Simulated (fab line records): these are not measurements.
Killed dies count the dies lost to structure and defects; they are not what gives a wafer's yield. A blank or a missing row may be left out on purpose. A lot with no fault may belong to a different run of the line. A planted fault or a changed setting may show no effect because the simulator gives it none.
Chamber matching | flow n5_finfet | N5_STI_FIN_REVEAL_STRIP_24 on rie_diel-04 has 4 sister chambers
The step strips in N2/H2, time 90 s. 16 wafers are shown with their chamber, then 8 later ones without.

## WAFERS, EACH WITH ITS CHAMBER
wafer  | chamber | drypump_motor_current_A (A) | showerhead_plenum_p_Torr (Torr) | throttle_valve_pct (%)
L074.2 | 2       | 5.1                         | 3.35                            | 12.39
L074.3 | 0       | 5.0                         | 3.38                            | 12.62
L074.4 | 1       | 6.0                         | 3.51                            | 12.45
L078.2 | 1       | 6.0                         | 3.50                            | 12.47
L078.5 | 3       | 6.2                         | 3.34                            | 12.25
L078.6 | 2       | 5.1                         | 3.34                            | 12.41
L082.1 | 3       | 6.2                         | 3.34                            | 12.29
L082.2 | 0       | 5.0                         | 3.37                            | 12.66
L082.3 | 1       | 6.0                         | 3.50                            | 12.48
L083.1 | 0       | 5.0                         | 3.37                            | 12.68
L083.3 | 1       | 6.1                         | 3.50                            | 12.48
L083.4 | 2       | 5.1                         | 3.33                            | 12.43
L085.2 | 3       | 6.2                         | 3.34                            | 12.29
L085.4 | 2       | 5.1                         | 3.33                            | 12.45
L085.6 | 1       | 6.0                         | 3.50                            | 12.50
L087.1 | 0       | 5.0                         | 3.37                            | 12.69

SIGNATURES (means of the wafers above)
reading                  | chamber 0 | chamber 1 | chamber 2 | chamber 3 | scatter within a chamber
drypump_motor_current_A  | 5.000     | 6.020     | 5.100     | 6.200     | 0.0258
showerhead_plenum_p_Torr | 3.3725    | 3.5020    | 3.3375    | 3.3400    | 0.00599
throttle_valve_pct       | 12.6625   | 12.4760   | 12.4200   | 12.2767   | 0.0246
Rule: a wafer's distance from a chamber is the root of the sum, over the readings, of the square of ((its reading less the chamber's mean) divided by the reading's scatter). If the next closest chamber is less than 2 further off than the closest, the wafer can't be placed; otherwise it belongs to the closest. How the scatter is found: for the shown wafers, subtract from each reading the mean of its chamber, square and add these, divide the total by (wafers less chambers), then take the root.

## WAFERS WHOSE CHAMBER IS MISSING
wafer  | drypump_motor_current_A (A) | showerhead_plenum_p_Torr (Torr) | throttle_valve_pct (%)
L087.3 | 6.2                         | 3.33                            | 12.30
L087.6 | 5.0                         | 3.37                            | 12.71
L089.1 | 5.0                         | 3.37                            | 12.70
L089.2 | 6.0                         | 3.49                            | 12.52
L089.3 | 6.2                         | 3.33                            | 12.33
L096.1 | 5.1                         | 3.32                            | 11.85
L096.4 | 6.0                         | 3.48                            | 12.56
L096.6 | 5.1                         | 3.32                            | 11.84

## WHICH CHAMBER EACH WENT THROUGH
wafer  | from the rows above | in truth
L087.3 | 3                   | 3
L087.6 | 0                   | 0
L089.1 | 0                   | 0
L089.2 | 1                   | 1
L089.3 | 3                   | 3
L096.1 | 2                   | 2
L096.4 | 1                   | 1
L096.6 | 2                   | 2
Correctly placed: 8 of 8. Number that these rows cannot place: 0. Placed wrongly: 0.
